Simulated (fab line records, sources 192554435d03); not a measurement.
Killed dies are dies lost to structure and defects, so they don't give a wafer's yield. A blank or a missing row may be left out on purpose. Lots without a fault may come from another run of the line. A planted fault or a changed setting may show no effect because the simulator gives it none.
fab line records | flow n5_finfet
record lots=11 wafers=31 last_day=19
route steps=1938 shown BEOL_M7@1331 BEOL_M8@1334 PASSIVATION@1936
lots that met no fault: from a run of the same line without faults
start_h: hours from the record's first day to the start of the lot's first wafer shown | wait_h: hours since the lot's step before | " the same as in the row above | L1.1+2: a row that stands for several wafers | - no value, or no start given | * or withheld: withheld | < > ~ a bound
route shown NAME@n: a module of which the file shows steps, and the number in the route of the first | usual: mean/standard deviation of fault-free wafers | same: alike in all rows | chamber/n: place in a boat | sites: the reading at each site | _std_site: their standard deviation | _edge_site: outer sites' mean less inner sites' | radius_mm: how far each site lies from the wafer's centre | mask NAME#n: copy n | behind: the tool/chamber that last shaped the wafer | hold: why the lot was held/for how many hours/how that ended | device: the transistor (n, p or np) that didn't switch | end of line: the same wafers' tests at the end of the route | a step without rows: its recipe alone | killed: dies lost to structure and defects at the first sort, not the wafer's yield | map: a wafer's dies, x killed, . not, _ none there
set.NAME: the setting as run; set.NAME@STEP: as run at that earlier step | model.NAME: the simulator's own value behind a step, which no gauge read
steps of the route over a sample of lots; a table a step, a row a wafer
services: from which hour (start_h, from the record's first day; less than 0 if before it) a tool's chamber was out of use, for how many hours, and why
## steps
# step N5_BEOL_M7_INSPECT_58
# recipe inspect_instrument=darkfield mode=post_dep
# usual raw_defect_count=74/25
# columns lot.wafer tool chamber start_h wait_h raw_defect_count
L652.1 defect_inspect-01 - 209.47 0.0 64
L652.5 " - " " 49
L652.6 " - " " 67
L655.1 defect_inspect-02 - 235.93 0.0 126
L655.3 " - " " 90
L655.6 " - " " 102
L656.4 defect_inspect-01 - 240.79 0.0 57
L656.5 " - " " 37
L656.6 " - " " 23
L659.2 defect_inspect-01 - 245.30 0.0 53
L659.3 " - " " 110
L659.5 " - " " 49
L661.3 defect_inspect-02 - 267.03 0.0 111
L661.4 " - " " 132
L661.5 " - " " 108
L660.2 defect_inspect-02 - 272.95 0.0 72
L660.3 " - " " 55
L660.6 " - " " 81
L664.1 defect_inspect-01 - 286.95 0.0 72
L664.3 " - " " 63
L665.1 defect_inspect-01 - 294.06 0.0 106
L665.2 " - " " 69
L665.4 " - " " 52
L667.2 defect_inspect-01 - 321.71 0.0 91
L667.3 " - " " 71
L667.6 " - " " 80
L670.2 defect_inspect-02 - 337.32 0.0 74
L670.4 " - " " 107
L670.6 " - " " 118
L675.4 defect_inspect-01 - 371.86 0.0 60
L675.5 " - " " 62
# step N5_BEOL_M8_THK_MEAS_01
# recipe reads=SiCOH_lowk_of_BEOL_M8_ILD_DEP_00
# usual M8_ILD_THK=156.2/2.3
# columns lot.wafer tool chamber start_h wait_h M8_ILD_THK[nm]
L652.1 film_metro-01 - 210.09 0.4 157.7
L652.5 " - " " 160.1
L652.6 " - " " 159.6
L655.1 film_metro-02 - 236.57 0.4 152.6
L655.3 " - " " 156.8
L655.6 " - " " 156.2
L656.4 film_metro-01 - 241.40 0.2 157.5
L656.5 " - " " 157.8
L656.6 " - " " 156.8
L659.2 film_metro-02 - 245.94 0.4 150.0
L659.3 " - " " 154.0
L659.5 " - " " 154.8
L661.3 film_metro-02 - 267.91 0.3 153.9
L661.4 " - " " 157.7
L661.5 " - " " 158.2
L660.2 film_metro-02 - 273.57 0.4 154.4
L660.3 " - " " 154.1
L660.6 " - " " 156.3
L664.1 film_metro-02 - 287.56 0.4 154.6
L664.3 " - " " 155.0
L665.1 film_metro-02 - 294.67 0.4 158.1
L665.2 " - " " 154.1
L665.4 " - " " 156.6
L667.2 film_metro-01 - 322.32 0.4 156.4
L667.3 " - " " 156.6
L667.6 " - " " 160.6
L670.2 film_metro-02 - 337.94 0.4 153.8
L670.4 " - " " 152.9
L670.6 " - " " 153.9
L675.4 film_metro-01 - 372.48 0.2 158.6
L675.5 " - " " 157.2
# step N5_BEOL_M8_DESCUM_16
# recipe chemistry=O2 time_s=7.9 source_power_w=50 bias_power_w=20 pressure_mtorr=20 rf_frequency_hz=2.712e+07 temp_c=40 resist=CAR-ArF o2_flow_sccm=225
# usual bias_power_w=20.00/0.057 drypump_motor_current_A=5.6/0.54 oes_product_au=0.78/0.085 rf_vpp_V=243.2/1.1 showerhead_plenum_p_Torr=2.10/0.06 throttle_valve_pct=20.5/0.32
# columns lot.wafer tool chamber start_h wait_h bias_power_w drypump_motor_current_A oes_product_au rf_hours_counter_h rf_vpp_V showerhead_plenum_p_Torr throttle_valve_pct
L652.1 rie_diel-06 2 212.43 0.0 19.95 5.4 0.95 14 245.0 2.15 20.5
L652.5 " 3 " " 20.08 4.8 0.88 - 243.1 2.05 19.9
L652.6 " 0 " " 20.02 5.3 0.74 - 245.4 2.14 20.4
L655.1 rie_diel-06 2 238.80 0.3 20.06 5.4 0.93 22 244.6 2.15 20.5
L655.3 " 3 " " 20.09 4.8 0.88 52 240.4 2.04 20.0
L655.6 " 0 " " 20.01 5.3 0.73 - 244.7 2.13 20.5
L656.4 rie_diel-02 0 242.46 0.1 20.05 6.2 0.68 242 244.1 2.17 21.0
L656.5 " 3 " " 20.06 5.3 0.91 - 243.7 2.15 20.8
L656.6 " 0 " " 20.06 6.2 0.68 - 245.6 2.17 21.0
L659.2 rie_diel-06 3 247.57 0.0 20.02 4.8 0.87 57 243.2 2.04 20.0
L659.3 " 1 " " 20.03 6.5 0.81 98 243.8 2.11 20.0
L659.5 " 3 " " 20.08 4.8 0.86 - 242.4 2.04 20.0
L661.3 rie_diel-02 0 270.20 0.1 20.04 6.2 0.67 252 243.2 2.16 21.0
L661.4 " 1 " " 20.02 5.8 0.74 168 243.9 2.11 20.9
L661.5 " 3 " " 20.03 5.3 0.89 - 244.0 2.15 20.8
L660.2 rie_diel-05 1 275.70 0.0 20.01 4.9 0.69 222 242.7 2.07 20.2
L660.3 " 0 " " 19.93 6.3 0.75 158 240.8 1.97 20.1
L660.6 " 0 " " 20.00 6.3 0.76 - 240.9 1.97 20.1
L664.1 rie_diel-05 2 288.66 0.5 20.12 5.9 0.81 91 242.6 2.03 20.3
L664.3 " 1 " " 20.03 4.9 0.69 227 242.8 2.07 20.2
L665.1 rie_diel-02 1 296.74 0.1 19.95 5.8 0.73 180 244.6 2.11 20.9
L665.2 " 2 " " 20.05 5.1 0.66 240 244.0 2.15 20.7
L665.4 " 2 " " 19.96 5.1 0.66 - 244.2 2.15 20.7
L667.2 rie_diel-02 3 323.39 0.0 19.97 5.3 0.87 41 242.9 2.15 20.8
L667.3 " 1 " " 19.97 5.7 0.71 191 243.3 2.10 20.9
L667.6 " 0 " " 20.03 6.2 0.92 - 244.9 2.16 20.8
L670.2 rie_diel-06 0 339.95 0.1 19.96 5.3 0.70 231 243.3 2.12 20.5
L670.4 " 3 " " 20.05 4.8 0.83 90 242.8 2.03 20.0
L670.6 " 2 " " 19.98 5.4 0.86 - 242.9 2.13 20.6
L675.4 rie_diel-05 0 376.66 0.4 19.98 6.3 0.73 - 241.1 1.96 20.2
L675.5 " 0 " " 19.93 6.3 0.74 - 241.9 1.96 20.2
# step N5_BEOL_M8_COAT_71
# recipe resist=underlayer temp_c=205 time_s=60 spin_rpm=1500 resist_thk_nm=5
# usual heater_power_total_W=391.8/1.3 spin_speed_rpm=1499.9/1
# columns lot.wafer tool chamber start_h wait_h heater_power_total_W spin_speed_rpm
L652.1 litho_track-01 0 217.74 - 392.6 1499.6
L652.5 " 0 " " 390.8 1498.7
L652.6 " 0 " " 393.0 1500.1
L655.1 litho_track-01 0 240.29 - 392.2 1500.1
L655.3 " 0 " " 392.1 1500.1
L655.6 " 0 " " 391.0 1500.0
L656.4 litho_track-04 0 243.58 - 393.2 1501.2
L656.5 " 0 " " 392.2 1501.0
L656.6 " 0 " " 391.9 1502.4
L659.2 litho_track-03 0 250.18 - 393.2 1501.0
L659.3 " 0 " " 392.5 1500.9
L659.5 " 0 " " 390.7 1499.3
L661.3 litho_track-01 0 270.71 - 392.0 1498.3
L661.4 " 0 " " 390.5 1499.5
L661.5 " 0 " " 393.8 1499.3
L660.2 litho_track-01 0 276.62 - 391.4 1498.4
L660.3 " 0 " " 392.3 1499.3
L660.6 " 0 " " 389.8 1500.4
L664.1 litho_track-01 0 289.24 - 391.7 1500.5
L664.3 " 0 " " 390.9 1499.4
L665.1 litho_track-03 0 300.15 - 389.7 1499.3
L665.2 " 0 " " 393.5 1499.0
L665.4 " 0 " " 391.7 1498.8
L667.2 litho_track-04 0 331.75 - 392.4 1462.8
L667.3 " 0 " " 390.7 1462.9
L667.6 " 0 " " 392.0 1462.8
L670.2 litho_track-04 0 340.49 - 393.3 1460.7
L670.4 " 0 " " 390.6 1463.2
L670.6 " 0 " " 392.4 1461.4
L675.4 litho_track-01 0 377.80 - 391.5 1499.4
L675.5 " 0 " " 389.9 1498.6
# step N5_PASSIVATION_PROBE_49
# usual defect_limited_yield=91.3/1.4 killed_at_M0_to_M3=36/10 killed_at_M4_up=13/5.4 killed_at_contacts=12/5.3 killed_at_front_end=39/10 killed_at_other=3.2/2.7 killed_dies=103/16 killed_open=68/13 killed_short=33/6.6 sort_bin_4_leakage=0.01/0.031 sort_bin_5_function=5.1/0.92 sort_bin_6_memory=3.3/0.68 sort_bin_8_speed=0.1/0.41 sort_n_pass=1077/17 sort_yield_pct=91.2/1.4
# same gross_dies=1180 killed_at_back_side=0
# columns lot.wafer tool chamber start_h wait_h defect_limited_yield[%] killed_at_M0_to_M3 killed_at_M4_up killed_at_contacts killed_at_front_end killed_at_other killed_dies killed_open killed_short sort_bin_4_leakage[%] sort_bin_5_function[%] sort_bin_6_memory[%] sort_bin_8_speed[%] sort_n_pass sort_yield_pct[%]
L656.4 prober-01 - 323.60 0.2 90.3 36 23 13 41 1 114 80 32 0 6.2 3.2 0.2 1064 90.2
L656.5 prober-01 - 323.65 0.2 89.2 62 7 15 42 1 127 90 35 0 6.9 3.8 0.1 1052 89.2
L656.6 prober-01 - 323.70 0.3 91.9 46 12 15 21 2 96 63 32 0 4.7 3.2 0.8 1074 91.0
L655.1 prober-01 - 324.67 0.0 92.1 32 13 19 29 0 93 58 35 0 4.8 2.7 0.4 1082 91.7
L655.3 prober-01 - 324.77 0.1 90.8 25 17 13 50 3 108 79 29 0 5.2 3.8 0 1072 90.8
L655.6 prober-01 - 324.92 0.3 91.9 36 12 11 34 3 96 70 25 0 5.2 2.9 0 1084 91.9
L661.3 prober-02 - 345.52 0.1 92.2 28 11 5 43 5 92 61 28 0 3.8 3.2 0.1 1088 92.2
L661.4 prober-02 - 345.57 0.2 91.1 40 8 17 38 2 105 57 47 0.17 4.7 3.9 0 1073 90.9
L661.5 prober-02 - 345.62 0.2 92.4 40 11 7 30 2 90 64 25 0 4.1 3.4 0 1090 92.4
L664.1 prober-01 - 365.61 0.2 91.2 23 18 19 33 11 104 72 31 0 5.8 3.0 0 1076 91.2
L664.3 prober-01 - 365.71 0.3 92.0 30 17 10 34 3 94 54 39 0 4.7 2.7 0 1086 92.0
L665.1 prober-01 - 390.21 0.0 92.1 28 12 7 45 1 93 65 25 0 5.0 2.7 0 1087 92.1
L665.2 prober-01 - 390.26 0.1 91.8 36 5 24 25 7 97 60 36 0 4.7 3.3 0 1083 91.8
L665.4 prober-01 - 390.36 0.2 93.0 25 9 10 32 7 83 52 31 0 3.5 3.3 0 1097 93.0
L667.2 prober-01 - 412.06 0.1 91.4 29 14 8 44 7 102 61 30 0 4.2 3.1 0 1078 91.4
L667.3 prober-01 - 412.11 0.1 89.2 51 13 11 48 4 127 94 30 0 5.9 4.4 0 1053 89.2
L667.6 prober-01 - 412.26 0.3 88.6 32 12 10 74 6 134 69 51 0 6.6 3.2 0 1046 88.6
L670.2 prober-01 - 417.00 0.1 91.5 47 1 10 40 2 100 75 21 0 5.2 3.2 0 1080 91.5
L670.4 prober-01 - 417.10 0.2 89.1 60 8 9 46 6 129 95 30 0 6.2 4.5 0 1051 89.1
L670.6 prober-01 - 417.20 0.3 88.6 51 11 19 51 2 134 95 32 0 7.2 3.6 0 1046 88.6
# killed by level:class
L656.4 STI_FIN_REVEAL:geometric_particle:open=13 BEOL_M4:geometric_particle:open=13 MOL_CONTACT_COAG:geometric_particle:open=11 BEOL_M0_SAQP:geometric_particle:short=9 BEOL_M2:geometric_particle:open=8 STI_FIN_REVEAL:geometric_particle:short=6 GATE_CUT:geometric_particle:open=5 BEOL_M1:geometric_particle:open=5
L656.5 BEOL_M0_SAQP:geometric_particle:short=12 BEOL_M0:geometric_particle:open=11 MOL_CONTACT_COAG:geometric_particle:open=11 BEOL_M0_SAQP:geometric_particle:open=11 BEOL_M3:geometric_particle:open=9 BEOL_M1:geometric_particle:open=8 FIN_SAQP:geometric_particle:open=7 GATE_CUT:geometric_particle:open=6
L656.6 MOL_CONTACT_COAG:geometric_particle:open=12 BEOL_M0_SAQP:geometric_particle:open=11 BEOL_M0_SAQP:geometric_particle:short=11 BEOL_M3:geometric_particle:open=9 FIN_SAQP:geometric_particle:short=6 STI_FIN_REVEAL:geometric_particle:open=6 BEOL_M2:geometric_particle:open=4 BEOL_M5:geometric_particle:open=4
L655.1 MOL_CONTACT_COAG:geometric_particle:open=14 STI_FIN_REVEAL:geometric_particle:open=9 BEOL_M0_SAQP:geometric_particle:open=7 BEOL_M0_SAQP:geometric_particle:short=7 BEOL_M3:geometric_particle:short=6 MOL_CONTACT_COAG:geometric_particle:short=5 BEOL_M4:geometric_particle:open=5 FIN_SAQP:geometric_particle:short=3
L655.3 FIN_SAQP:geometric_particle:open=17 MOL_CONTACT_COAG:geometric_particle:open=11 FIN_SAQP:geometric_particle:short=10 STI_FIN_REVEAL:geometric_particle:open=7 BEOL_M4:geometric_particle:open=7 BEOL_M2:geometric_particle:open=6 BEOL_M3:geometric_particle:open=6 GATE_CUT:geometric_particle:short=5
L655.6 FIN_SAQP:geometric_particle:open=13 BEOL_M3:geometric_particle:open=11 BEOL_M1:geometric_particle:open=10 MOL_CONTACT_COAG:geometric_particle:open=9 BEOL_M4:geometric_particle:open=5 STI_FIN_REVEAL:geometric_particle:open=5 BEOL_M0_SAQP:geometric_particle:short=5 FIN_SAQP:geometric_particle:short=4
L661.3 STI_FIN_REVEAL:geometric_particle:open=25 BEOL_M0_SAQP:geometric_particle:short=10 BEOL_M4:geometric_particle:open=8 BEOL_M0_SAQP:geometric_particle:open=5 DUMMY_GATE:geometric_particle:open=3 GATE_CUT:geometric_particle:short=3 MOL_CONTACT_COAG:geometric_particle:open=3 BEOL_M0:geometric_particle:open=3
L661.4 BEOL_M0_SAQP:geometric_particle:short=17 MOL_CONTACT_COAG:geometric_particle:open=15 STI_FIN_REVEAL:geometric_particle:open=14 STI_FIN_REVEAL:geometric_particle:short=6 BEOL_M1:geometric_particle:open=6 BEOL_M0_SAQP:geometric_particle:open=5 BEOL_M1:geometric_particle:short=4 FIN_SAQP:geometric_particle:short=3
L661.5 STI_FIN_REVEAL:geometric_particle:open=18 BEOL_M0_SAQP:geometric_particle:short=12 BEOL_M3:geometric_particle:open=9 MOL_CONTACT_COAG:geometric_particle:open=7 BEOL_M2:geometric_particle:open=6 BEOL_M4:geometric_particle:open=6 BEOL_M0_SAQP:geometric_particle:open=5 BEOL_M0:geometric_particle:open=4
L664.1 MOL_CONTACT_COAG:geometric_particle:open=15 BEOL_M4:geometric_particle:open=11 FIN_SAQP:geometric_particle:open=8 BEOL_M0_SAQP:geometric_particle:open=8 DUMMY_GATE:geometric_particle:open=7 BEOL_M0_SAQP:geometric_particle:short=6 MOL_CONTACT_COAG:geometric_particle:short=4 PASS1_DEP:geometric_particle:short=4
L664.3 BEOL_M0_SAQP:geometric_particle:short=11 BEOL_M2:geometric_particle:open=10 FIN_SAQP:geometric_particle:short=9 FIN_SAQP:geometric_particle:open=8 BEOL_M4:geometric_particle:open=8 MOL_CONTACT_COAG:geometric_particle:open=5 MOL_CONTACT_COAG:geometric_particle:short=5 BEOL_M3:geometric_particle:open=5
L665.1 DUMMY_GATE:geometric_particle:open=11 FIN_SAQP:geometric_particle:open=7 BEOL_M3:geometric_particle:open=7 MOL_CONTACT_COAG:geometric_particle:open=6 BEOL_M1:geometric_particle:open=6 STI_FIN_REVEAL:geometric_particle:open=5 BEOL_M0_SAQP:geometric_particle:short=4 BEOL_M0_SAQP:geometric_particle:open=4
L665.2 MOL_CONTACT_COAG:geometric_particle:open=18 BEOL_M0_SAQP:geometric_particle:short=8 BEOL_M0:geometric_particle:open=8 MOL_CONTACT_COAG:geometric_particle:short=6 BEOL_M0_SAQP:geometric_particle:open=6 MIM_TOP_ETCH:geometric_particle:short=6 BEOL_M1:geometric_particle:open=5 STI_FIN_REVEAL:geometric_particle:open=4
L665.4 MOL_CONTACT_COAG:geometric_particle:open=9 BEOL_M0_SAQP:geometric_particle:short=8 BEOL_M2:geometric_particle:open=6 STI_FIN_REVEAL:geometric_particle:open=5 DUMMY_GATE:geometric_particle:open=4 ILD0:geometric_particle:open=4 MIM_TOP_ETCH:geometric_particle:short=4 STARTING-WAFER:geometric_particle:short=4
L667.2 HKMG_FIN:area_etch=11 BEOL_M1:geometric_particle:open=8 FIN_SAQP:geometric_particle:open=7 MOL_CONTACT_COAG:geometric_particle:open=6 FIN_SAQP:geometric_particle:short=5 BEOL_M0:geometric_particle:open=5 BEOL_M4:geometric_particle:open=4 PASS1_CAP:geometric_particle:open=4
L667.3 BEOL_M2:geometric_particle:open=19 BEOL_M3:geometric_particle:open=11 DUMMY_GATE:geometric_particle:open=8 MOL_CONTACT_COAG:geometric_particle:open=8 STI_FIN_REVEAL:geometric_particle:open=7 GATE_CUT:geometric_particle:open=7 FIN_SAQP:geometric_particle:short=6 BEOL_M0_SAQP:geometric_particle:open=5
L667.6 STI_FIN_REVEAL:geometric_particle:open=15 HKMG_FIN:area_etch=13 BEOL_M3:geometric_particle:short=9 FIN_SAQP:geometric_particle:short=8 FIN_SAQP:geometric_particle:open=7 DUMMY_GATE:geometric_particle:open=7 MOL_CONTACT_COAG:geometric_particle:open=7 BEOL_M4:geometric_particle:open=6
L670.2 BEOL_M3:geometric_particle:open=24 FIN_SAQP:geometric_particle:open=14 MOL_CONTACT_COAG:geometric_particle:open=9 FIN_SAQP:geometric_particle:short=5 DUMMY_GATE:geometric_particle:open=5 BEOL_M0_SAQP:geometric_particle:open=5 BEOL_M3:geometric_particle:short=5 BEOL_M0_SAQP:geometric_particle:short=4
L670.4 BEOL_M2:geometric_particle:open=21 FIN_SAQP:geometric_particle:open=18 BEOL_M3:geometric_particle:open=16 STI_FIN_REVEAL:geometric_particle:open=10 FIN_SAQP:geometric_particle:short=9 MOL_CONTACT_COAG:geometric_particle:open=7 BEOL_M0_SAQP:geometric_particle:short=5 BEOL_M0_SAQP:geometric_particle:open=5
L670.6 MOL_CONTACT_COAG:geometric_particle:open=17 FIN_SAQP:geometric_particle:open=15 STI_FIN_REVEAL:geometric_particle:open=12 BEOL_M2:geometric_particle:open=12 BEOL_M0_SAQP:geometric_particle:short=9 BEOL_M3:geometric_particle:open=8 BEOL_M0_SAQP:geometric_particle:open=6 HKMG_FIN:area_etch=6
## services
# columns tool chamber start_h hours kind
rie_diel-05 3 211.18 8.2 repair
rie_diel-05 3 228.10 - clean
rie_diel-05 3 228.10 - consumable_replace:esc
rie_diel-05 3 228.10 - consumable_replace:focus_ring
rie_diel-05 3 228.10 26.0 scheduled_down
rie_diel-05 3 228.10 26.0 vent_cycle
rie_diel-05 1 231.51 7.3 repair
rie_diel-02 0 271.52 9.9 repair
rie_diel-02 0 281.47 - clean
rie_diel-02 0 281.47 - consumable_replace:focus_ring
rie_diel-02 0 281.47 15.5 scheduled_down
rie_diel-02 0 281.47 15.5 vent_cycle
litho_track-01 - 282.45 - consumable_replace:filter
rie_diel-02 3 287.60 16.7 repair
rie_diel-02 2 321.25 - clean
rie_diel-02 2 321.25 - consumable_replace:focus_ring
rie_diel-02 2 321.25 26.4 scheduled_down
rie_diel-02 2 321.25 26.4 vent_cycle
rie_diel-02 1 334.26 5.1 repair
rie_diel-05 2 374.65 24.2 repair
## key
first_sign step=N5_BEOL_M8_COAT_71 reading=spin_speed_rpm direction=down sigmas=37 usual=* struck=*
effect none on later readings
met_at N5_BEOL_M8_COAT_71
struck_lots L667,L670
baseline_loss step=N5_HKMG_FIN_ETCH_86 wafers=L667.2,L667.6
not_acting_at N5_BEOL_M7_INSPECT_58,N5_BEOL_M8_THK_MEAS_01,N5_BEOL_M8_DESCUM_16
onset_between 243.58 331.75
fault kind=process_parameter_drift tool=litho_track-04 chamber=- onset_h=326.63 steps=N5_BEOL_M8_COAT_71 channel=spin_rpm offset=* shape=step end_h=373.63 acts_in=* stated=*
# baseline_loss: these wafers lose ten dies or more at that step, a loss of the line's own and not of a fault; the sort's usual values leave them out
